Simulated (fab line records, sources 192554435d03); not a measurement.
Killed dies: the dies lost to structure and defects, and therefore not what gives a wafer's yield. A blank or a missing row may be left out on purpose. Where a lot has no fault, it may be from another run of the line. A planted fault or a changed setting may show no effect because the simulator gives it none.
Struck lot and sound lot, side by side -- flow n5Finfet -- 37 out of 1938 route steps
Sound: wafers L616.2, L616.3, L616.5. The struck wafers were L628.2, L628.5, L628.6. The cause is given at the end.
At each step with rows: each side's tool, then ch and its chambers, then its first start. Under that, the readings that differ: sound wafers -- struck wafers -- difference of the means -- sigmas: that difference in standard deviations of wafers without a fault.
alike: a reading whose means differ by less than 2 such deviations, as well as words and numbers matching on both sides. not compared: withheld readings; readings where some wafer has no value; bounds like >300 that might hide an equal value; numbers whose values overlap and for which the record gives no deviation.
The two part at a step that has a row with sigmas, a row that says differs or no value, or rows on one side only. Numbers that have no deviation but don't overlap get no sigmas and don't part them. A reading that every wafer of one side lacks parts them only if that side has two wafers or more.

first, 8 steps without rows for these wafers: N5_BEOL_M15_SPUTTER_43 (material TaN, target thk 15 nm, time 24.19 s); N5_BEOL_M15_SPUTTER_44 (material Ta, target thk 15 nm, time 24.19 s); N5_BEOL_M15_SPUTTER_45 (material Cu, target thk 100 nm, time 16.67 s); N5_BEOL_M15_ECD_47 (material Cu, target thk 1860 nm); N5_BEOL_M15_ANNEAL_48 (time 90 s); N5_BEOL_M15_CMP_49 (polishes, stops on SiO2, t overpolish 4.9 s, target thk 850 nm); N5_BEOL_M15_PRE_CLEAN_52 (time 15 s); N5_BEOL_M15_DEP_53 (deposits SiCN from 3MS/NH3, target thk 50 nm, time 17.8 s).
N5_PASSIVATION_PECVD_00: deposits SiO2 from SiH4/N2O, target thk 200 nm, time 11.2 s.
  sound on pecvd-03 ch 0,1,2, day 12 17:52; struck on pecvd-03 ch 0,1,2, day 15 20:32
reading,sound,struck,difference,sigmas
model.SiO2_of_PASSIVATION_PECVD_00.thkNm (nm),198.8 196.4 197.6,268 271.6 272.6,+73,
  alike: heaterPowerW, showerheadPlenumPTorr, throttleValvePct
then, 26 steps without rows for these wafers: N5_MIM_BOT_DEGAS_01 (time 60 s); N5_MIM_BOT_SPUTTER_00 (material TiN, target thk 35 nm, time 89.7 s); N5_MIM_TOP_ALD_00 (deposits Al2O3, purge time 3 s, co reactant pulse time 3 s); N5_MIM_TOP_ALD_01 (deposits HfO2, target thk 5.6 nm, pulse time 1 s, purge time 3 s); N5_MIM_TOP_ALD_02 (deposits Al2O3, purge time 3 s, co reactant pulse time 3 s); N5_MIM_TOP_DEGAS_04 (time 60 s); N5_MIM_TOP_SPUTTER_03 (material TiN, target thk 35 nm, time 89.7 s); N5_MIM_TOP_LITHO_HMDS_01 (time 60 s); N5_MIM_TOP_LITHO_COAT_02; N5_MIM_TOP_LITHO_EBR_04; N5_MIM_TOP_LITHO_SOFTBAKE_03 (time 90 s); N5_MIM_TOP_LITHO_EXPOSE_05 (exposes mask MIM TOP, target cd 2000 nm); N5_MIM_TOP_LITHO_PEB_06; N5_MIM_TOP_LITHO_DEVELOP_07 (develop time 60 s); N5_MIM_TOP_LITHO_HARDBAKE_09 (time 120 s); N5_MIM_TOP_LITHO_DESCUM_10 (chemistry O2, time 7.9 s); N5_MIM_TOP_ETCH_ETCH_00 (etches TiN in Cl2/BCl3, target depth 38.5 nm); N5_MIM_TOP_ETCH_STRIP_01 (strips in O2); N5_MIM_TOP_ETCH_PECVD_03 (deposits SiNx from SiH4/NH3/N2, target thk 20 nm, time 17.6 s); N5_MIM_BOT_LITHO_HMDS_01 (time 60 s); N5_MIM_BOT_LITHO_COAT_02; N5_MIM_BOT_LITHO_EBR_04; N5_MIM_BOT_LITHO_SOFTBAKE_03 (time 90 s); N5_MIM_BOT_LITHO_EXPOSE_05 (exposes mask MIM BOT); N5_MIM_BOT_LITHO_PEB_06; N5_MIM_BOT_LITHO_DEVELOP_07 (develop time 60 s).
N5_MIM_BOT_ETCH_ETCH_00: etches TiN in Cl2/BCl3, target depth 45.5 nm.
  sound on rieMetal-03 ch 0,1, day 12 20:44; struck on rieMetal-01 ch 0,1, day 15 23:53
reading,sound,struck,difference,sigmas
model.SiO2_of_PASSIVATION_PECVD_00.thkNm (nm),196.4 193.8 195,265.4 269 269.8,+73.0,
  alike: drypumpMotorCurrentA, heBacksideLeakSccm, oesProductAu, throttleValvePct
  not compared: rfHoursCounterH
N5_PASSIVATION_PROBE_49:
  rows exist in the record for the struck wafers here (prober-01, day 16 09:37), but not for the sound ones

WHERE THEY PART
Within this record, at N5_PASSIVATION_PROBE_49 only.

WHY: whatever the simulator had introduced
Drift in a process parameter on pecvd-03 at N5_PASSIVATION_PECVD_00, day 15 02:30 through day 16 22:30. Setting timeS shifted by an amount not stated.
